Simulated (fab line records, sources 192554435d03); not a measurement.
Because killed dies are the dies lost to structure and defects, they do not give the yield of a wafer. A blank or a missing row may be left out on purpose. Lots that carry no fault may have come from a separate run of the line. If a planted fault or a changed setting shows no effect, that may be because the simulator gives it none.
What tool caused it? ; flow n5Finfet ; 32 wafers from 11 lots sampled at 5 of the route's 1938 steps

## WHAT THE GAUGES READ, wafer by wafer
N5_SD_EPI_N_EPI_MEAS_23. Usual: thkNm at 59.3 nm, with a standard deviation of 1.2.
lot;measured;on;thkNm (nm);flag
L747;day 3 06:26;filmMetro-01;58.5 58.3 58.8;
L749;day 3 20:05;filmMetro-02;60.6 59.4 60.1;
L751;day 4 04:32;filmMetro-02;61.4 60.0 60.3;
L753;day 4 14:41;filmMetro-02;59.0 59.6 58.0;
L756;day 5 15:09;filmMetro-02;60.7 59.0 59.4;
L757;day 5 18:32;filmMetro-01;58.1 58.2 58.6;
L759;day 6 11:31;filmMetro-01;59.7 59.6 59.3;
L764;day 7 08:41;filmMetro-01;74.8 60.5;OFF
L767;day 8 06:26;filmMetro-02;61.6 75.4 59.3;OFF
L769;day 8 20:52;filmMetro-01;59.3 59.3 61.1;
L770;day 8 22:43;filmMetro-02;58.9 58.5 60.4;

## TOOL THAT RAN EACH LOT (tool first, then ch and the chambers of the sampled wafers, then the start)
lot;N5_SPACER0_ALD_08;N5_SD_EPI_N_ETCH_45;N5_SD_EPI_N_STRIP_38;N5_SD_EPI_N_EPI_21
L747;aldSin-01 ch 1,2, day 3 02:24;rieDiel-02 ch 0,2,3, day 3 03:34;plasmaAsher-01 ch 0,1, day 3 03:50;epiRpcvd-02 ch 0, day 3 05:17
L749;aldSin-04 ch 2,3, day 3 16:01;rieDiel-04 ch 0,2,3, day 3 17:11;plasmaAsher-02 ch 0,1, day 3 17:27;epiRpcvd-02 ch 0, day 3 18:21
L751;aldSin-01 ch 1,2, day 4 00:28;rieDiel-05 ch 0,2,3, day 4 01:38;plasmaAsher-02 ch 0,1, day 4 01:55;epiRpcvd-01 ch 0, day 4 03:22
L753;aldSin-01 ch 1,2,3, day 4 10:47;rieDiel-02 ch 0,1,2, day 4 11:49;plasmaAsher-01 ch 0,1, day 4 12:05;epiRpcvd-02 ch 0, day 4 12:59
L756;aldSin-02 ch 1,2, day 5 11:07;rieDiel-02 ch 1,3, day 5 12:16;plasmaAsher-02 ch 0, day 5 12:32;epiRpcvd-01 ch 0, day 5 13:26
L757;aldSin-01 ch 2,3, day 5 14:29;rieDiel-02 ch 1,2,3, day 5 15:39;plasmaAsher-02 ch 0,1, day 5 15:55;epiRpcvd-02 ch 0, day 5 16:49
L759;aldSin-02 ch 1,2,3, day 6 06:32;rieDiel-04 ch 0,1, day 6 07:52;plasmaAsher-01 ch 1, day 6 08:08;epiRpcvd-01 ch 0, day 6 09:36
L764;aldSin-02 ch 1, day 7 04:39;rieDiel-05 ch 1,2, day 7 05:51;plasmaAsher-02 ch 0, day 7 06:05;epiRpcvd-01 ch 0, day 7 07:47
L767;aldSin-04 ch 0,1,3, day 8 02:17;rieDiel-04 ch 0,1,3, day 8 03:34;plasmaAsher-02 ch 0,1, day 8 03:49;epiRpcvd-01 ch 0, day 8 04:43
L769;aldSin-02 ch 1,3, day 8 16:06;rieDiel-04 ch 0,3, day 8 17:15;plasmaAsher-01 ch 0,1, day 8 17:31;epiRpcvd-02 ch 0, day 8 18:58
L770;aldSin-02 ch 0,1,3, day 8 18:48;rieDiel-05 ch 1,2, day 8 19:50;plasmaAsher-02 ch 0,1, day 8 20:06;epiRpcvd-03 ch 0, day 8 21:17
- N5_SPACER0_ALD_08: deposits SiNx, target thk 2 nm.
- N5_SD_EPI_N_ETCH_45: etches SiOCN in CH3F/O2, target depth 6 nm.
- N5_SD_EPI_N_STRIP_38: strips in N2/H2.
- N5_SD_EPI_N_EPI_21: deposits Si:P, time 690 s.

## AS READ BY THE TOOLS THEMSELVES (means over the sampled wafers that have a number; for cases with no such wafer, the mark the record gives instead)
N5_SPACER0_ALD_08. Usual: heaterPowerOuterW 524 W, standard deviation 69; heaterPowerW 861 W, standard deviation 86.
lot;tool;heaterPowerOuterW (W);heaterPowerW (W);flag
L747;aldSin-01;591;939;
L749;aldSin-04;487;810;
L751;aldSin-01;596;928;
L753;aldSin-01;548;883;
L756;aldSin-02;488;850;
L757;aldSin-01;483;818;
L759;aldSin-02;475;805;
L764;aldSin-02;500;888;
L767;aldSin-04;513;851;
L769;aldSin-02;475;800;
L770;aldSin-02;493;840;

N5_SD_EPI_N_ETCH_45. Usual: drypumpMotorCurrentA 5.7 A, standard deviation 0.4; mfcArSccm 150.0 sccm, standard deviation 0.39; oesProductAu 0.76 a.u., standard deviation 0.099; rfVppV 127.4 V, standard deviation 1; showerheadPlenumPTorr 2.00 Torr, standard deviation 0.081; throttleValvePct 23.27 %, standard deviation 0.21.
lot;tool;drypumpMotorCurrentA (A);mfcArSccm (sccm);oesProductAu (a.u.);rfVppV (V);showerheadPlenumPTorr (Torr);throttleValvePct (%);flag
L747;rieDiel-02;6.1;150.2;0.71;127.1;1.97;23.24;
L749;rieDiel-04;5.6;149.9;0.79;128.3;2.02;23.23;
L751;rieDiel-05;5.4;149.8;0.72;127.7;1.96;23.38;
L753;rieDiel-02;5.9;149.8;0.70;127.0;1.97;23.29;
L756;rieDiel-02;6.1;149.7;0.68;127.8;2.03;23.25;
L757;rieDiel-02;6.0;150.2;0.69;127.7;2.00;23.30;
L759;rieDiel-04;5.5;150.0;0.77;128.2;2.09;23.17;
L764;rieDiel-05;5.8;149.8;0.74;127.2;1.94;23.21;
L767;rieDiel-04;5.7;150.4;0.83;127.5;2.04;23.12;
L769;rieDiel-04;5.8;149.6;0.88;127.8;2.06;23.16;
L770;rieDiel-05;5.9;149.6;0.74;127.7;1.98;23.28;

N5_SD_EPI_N_STRIP_38. Usual: drypumpMotorCurrentA 5.55 A, standard deviation 0.16; heaterPowerW 342 W, standard deviation 26; n2FlowSccm 1750 sccm, standard deviation 5.3; oesProductAu 0.762 a.u., standard deviation 0.011.
lot;tool;drypumpMotorCurrentA (A);heaterPowerW (W);n2FlowSccm (sccm);oesProductAu (a.u.);flag
L747;plasmaAsher-01;5.56;329;1748;0.753;
L749;plasmaAsher-02;5.59;343;1752;0.759;
L751;plasmaAsher-02;5.61;342;1749;0.762;
L753;plasmaAsher-01;5.55;333;1749;0.762;
L756;plasmaAsher-02;5.63;336;1751;0.756;
L757;plasmaAsher-02;5.63;338;1747;0.779;
L759;plasmaAsher-01;5.70;307;1755;0.766;
L764;plasmaAsher-02;5.65;330;1744;0.754;
L767;plasmaAsher-02;5.59;341;1750;0.772;
L769;plasmaAsher-01;5.41;348;1751;0.775;
L770;plasmaAsher-02;5.61;341;1749;0.758;

## THE ANSWER, worked out from the rows above alone
Rule: a lot counts as off when the mean over its wafers that have a number is more than 3 standard deviations away from the usual mean. A lot without any number at a reading at which 4 lots or more have one is off too. All remaining lots with rows at the step are treated as sound. First the gauges in route order, then the tools' own readings, where a lot's mean is used as printed above. At the first step where some lot is off, the reading lying furthest off is the one used; lots without a number count as furthest.
Off: L764, L767, at N5_SD_EPI_N_EPI_MEAS_23 (thkNm).
If a tool, at a process step before that reading, ran all the lots that are off and no sound lot after the first of them, it fits. Gauges at N5_SD_EPI_N_EPI_MEAS_23: tried the same way as those tools. One fits: epiRpcvd-01 at N5_SD_EPI_N_EPI_21. A fault onset in the window from L759 (day 6 09:36, its last sound lot) to L764 (day 7 07:47, its first lot off) fits.

## WHAT THE SIMULATOR HAD PUT IN
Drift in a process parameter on epiRpcvd-01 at N5_SD_EPI_N_EPI_21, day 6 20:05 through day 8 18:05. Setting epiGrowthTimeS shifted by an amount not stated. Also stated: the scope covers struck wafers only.
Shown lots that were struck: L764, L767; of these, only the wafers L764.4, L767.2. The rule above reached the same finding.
